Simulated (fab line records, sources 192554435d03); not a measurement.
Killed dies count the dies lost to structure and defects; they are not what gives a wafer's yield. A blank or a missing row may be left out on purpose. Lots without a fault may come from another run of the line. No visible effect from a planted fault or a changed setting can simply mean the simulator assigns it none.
The tool behind it: which one?	flow n5Finfet	39 wafers from 13 lots sampled at 4 of the route's 1938 steps

## WHAT THE GAUGES SHOWED, per wafer
N5_STI_FIN_REVEAL_FIN_H_MEAS_10.
lot	measured	on	trenchDepthNm (nm)
L596	day 3 01:32	ocd-02	51.4 52.3 50.9
L599	day 3 20:50	ocd-02	52.7 52.7 52.0
L600	day 4 01:16	ocd-02	52.1 51.8 52.0
L602	day 4 13:38	ocd-02	51.3 50.9 52.1
L603	day 4 19:22	ocd-02	52.8 52.7 52.8
L606	day 5 13:51	ocd-01	54.4 55.6 55.2
L607	day 5 19:38	ocd-01	56.3 55.9 55.8
L609	day 6 09:53	ocd-02	56.4 55.8 56.1
L610	day 6 15:16	ocd-01	56.5 56.9 55.9
L612	day 7 03:13	ocd-01	52.5 52.2 51.9
L613	day 7 06:43	ocd-02	52.2 51.5 50.7
L614	day 7 13:26	ocd-02	51.4 51.5 52.2
L615	day 7 20:22	ocd-01	52.7 53.6 51.9

## TOOL THAT RAN EACH LOT (tool first, then ch and the chambers of the sampled wafers, then the start)
lot	N5_FIN_CUT_CUT_ETCH_27	N5_STI_FIN_REVEAL_ALD_00	N5_STI_FIN_REVEAL_RECESS_09
L596	rieDiel-06 ch 1,2,3, day 2 15:48	aldSin-04 ch 1,2,3, day 2 16:20	vaporEtch-02 ch 0,1, day 2 23:22
L599	rieDiel-03 ch 1,2, day 3 10:38	aldSin-04 ch 0,2,3, day 3 12:00	vaporEtch-01 ch 0,1, day 3 18:08
L600	rieDiel-06 ch 1,2,3, day 3 15:21	aldSin-01 ch 0,1,3, day 3 15:49	vaporEtch-01 ch 0,1, day 3 22:02
L602	rieDiel-06 ch 1,2, day 4 04:36	aldSin-02 ch 1,2,3, day 4 05:04	vaporEtch-02 ch 0,1, day 4 11:28
L603	rieDiel-06 ch 0,2,3, day 4 10:12	aldSin-02 ch 0,1,3, day 4 10:45	vaporEtch-02 ch 0,1, day 4 17:11
L606	rieDiel-06 ch 1,2,3, day 5 04:40	aldSin-04 ch 0,1,2, day 5 05:07	vaporEtch-02 ch 0,1, day 5 11:07
L607	rieDiel-06 ch 1,3, day 5 10:19	aldSin-04 ch 1,2, day 5 10:54	vaporEtch-02 ch 1, day 5 16:55
L609	rieDiel-06 ch 1,2,3, day 6 00:29	aldSin-04 ch 0,1, day 6 00:59	vaporEtch-02 ch 0,1, day 6 07:41
L610	rieDiel-06 ch 1,2,3, day 6 05:50	aldSin-01 ch 0,1,3, day 6 06:42	vaporEtch-02 ch 1, day 6 12:35
L612	rieDiel-03 ch 0,1, day 6 17:57	aldSin-01 ch 2,3, day 6 18:25	vaporEtch-01 ch 0,1, day 7 00:30
L613	rieDiel-06 ch 1,3, day 6 21:27	aldSin-01 ch 0,1,3, day 6 21:59	vaporEtch-01 ch 0,1, day 7 03:52
L614	rieDiel-05 ch 0,2,3, day 7 03:11	aldSin-01 ch 0,1,2, day 7 03:57	vaporEtch-01 ch 0,1, day 7 11:10
L615	rieDiel-06 ch 0,3, day 7 10:03	aldSin-02 ch 0,1,3, day 7 11:31	vaporEtch-01 ch 1, day 7 17:34
- N5_FIN_CUT_CUT_ETCH_27: etches SiO2 in CHF3/O2, target depth 4 nm, overetch 2 nm, time 4.9 s.
- N5_STI_FIN_REVEAL_ALD_00: deposits SiO2, target thk 1 nm, pulse time 1 s.
- N5_STI_FIN_REVEAL_RECESS_09: chemistry HF/NH3, target SiO2, afs cycles 11, target depth 42.5 nm, sublimation time 60 s.

## AS READ BY THE TOOLS THEMSELVES (means over the sampled wafers that have a number; for cases with no such wafer, the mark the record gives instead)
N5_FIN_CUT_CUT_ETCH_27.
lot	tool	drypumpMotorCurrentA (A)	oesProductAu (a.u.)	rfFwdPowerW (W)	rfVppV (V)	showerheadPlenumPTorr (Torr)	throttleValvePct (%)
L596	rieDiel-06	5.69	0.67	645.8	525	2.43	18.65
L599	rieDiel-03	6.12	0.65	644.3	526	2.53	18.43
L600	rieDiel-06	5.68	0.66	646.1	525	2.42	18.66
L602	rieDiel-06	5.57	0.62	643.1	528	2.47	18.79
L603	rieDiel-06	5.93	0.64	645.6	522	2.39	18.76
L606	rieDiel-06	5.70	0.64	643.8	525	2.42	18.68
L607	rieDiel-06	5.57	0.65	644.3	522	2.45	18.64
L609	rieDiel-06	5.70	0.64	643.2	525	2.41	18.69
L610	rieDiel-06	5.71	0.63	645.8	526	2.41	18.71
L612	rieDiel-03	6.08	0.63	644.7	526	2.49	18.49
L613	rieDiel-06	5.54	0.64	644.8	521	2.44	18.64
L614	rieDiel-05	5.77	0.61	644.4	525	2.41	18.85
L615	rieDiel-06	6.00	0.61	646.0	514	2.39	18.82

N5_STI_FIN_REVEAL_ALD_00.
lot	tool	heaterPowerW (W)	precursorPulseHeightRel
L596	aldSin-04	480	0.999
L599	aldSin-04	504	0.985
L600	aldSin-01	525	0.981
L602	aldSin-02	463	1.010
L603	aldSin-02	475	0.973
L606	aldSin-04	472	0.989
L607	aldSin-04	452	0.991
L609	aldSin-04	484	1.025
L610	aldSin-01	521	0.986
L612	aldSin-01	550	1.008
L613	aldSin-01	515	1.001
L614	aldSin-01	494	0.987
L615	aldSin-02	474	1.012

N5_STI_FIN_REVEAL_RECESS_09.
lot	tool	drypumpMotorCurrentA (A)
L596	vaporEtch-02	5.72
L599	vaporEtch-01	5.93
L600	vaporEtch-01	5.95
L602	vaporEtch-02	5.54
L603	vaporEtch-02	5.71
L606	vaporEtch-02	5.54
L607	vaporEtch-02	5.36
L609	vaporEtch-02	5.55
L610	vaporEtch-02	5.38
L612	vaporEtch-01	5.98
L613	vaporEtch-01	5.91
L614	vaporEtch-01	5.92
L615	vaporEtch-01	5.99

## THE ANSWER, worked out from the rows above alone
Rule: the lots themselves supply what counts as usual. The widest of any qualifying gaps counts: lots, ordered by their means at a reading, are off when they make up no more than a third of the lots, leave a main group of 4 or more, and stand apart from it by 3 or more times the standard deviation of that group's means. If all means in a main group match to the digits the tables above print for the reading, that group is not used. A lot without any number at a reading at which 4 lots or more have one is off too. All remaining lots with rows at the step are treated as sound. Order of review: gauges by route order, followed by the tools' own readings, for which a lot's mean as printed above is used. The first step at which some lot is off is used, and at that step the reading that is off furthest; a lot without a number counts as furthest.
Off, at N5_STI_FIN_REVEAL_FIN_H_MEAS_10 on trenchDepthNm: L606, L607, L609, L610. Main group: mean 52.0 nm, sd 0.5.
A tool fits if, at a process step before that reading, it ran every lot that is off, and no sound lot after the first of them. Those tools and the gauges at N5_STI_FIN_REVEAL_FIN_H_MEAS_10 are tried in the same way. One fits: vaporEtch-02 at N5_STI_FIN_REVEAL_RECESS_09. A fault onset in the window from L603 (day 4 17:11, its last sound lot) to L606 (day 5 11:07, its first lot off) fits.

## WHAT THE SIMULATOR HAD INSERTED
Process parameter drift: vaporEtch-02, from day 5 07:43 on, at N5_STI_FIN_REVEAL_RECESS_09. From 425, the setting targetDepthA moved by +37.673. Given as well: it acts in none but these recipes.
Shown lots that were struck: L606, L607, L609, L610. The rule above found the same.
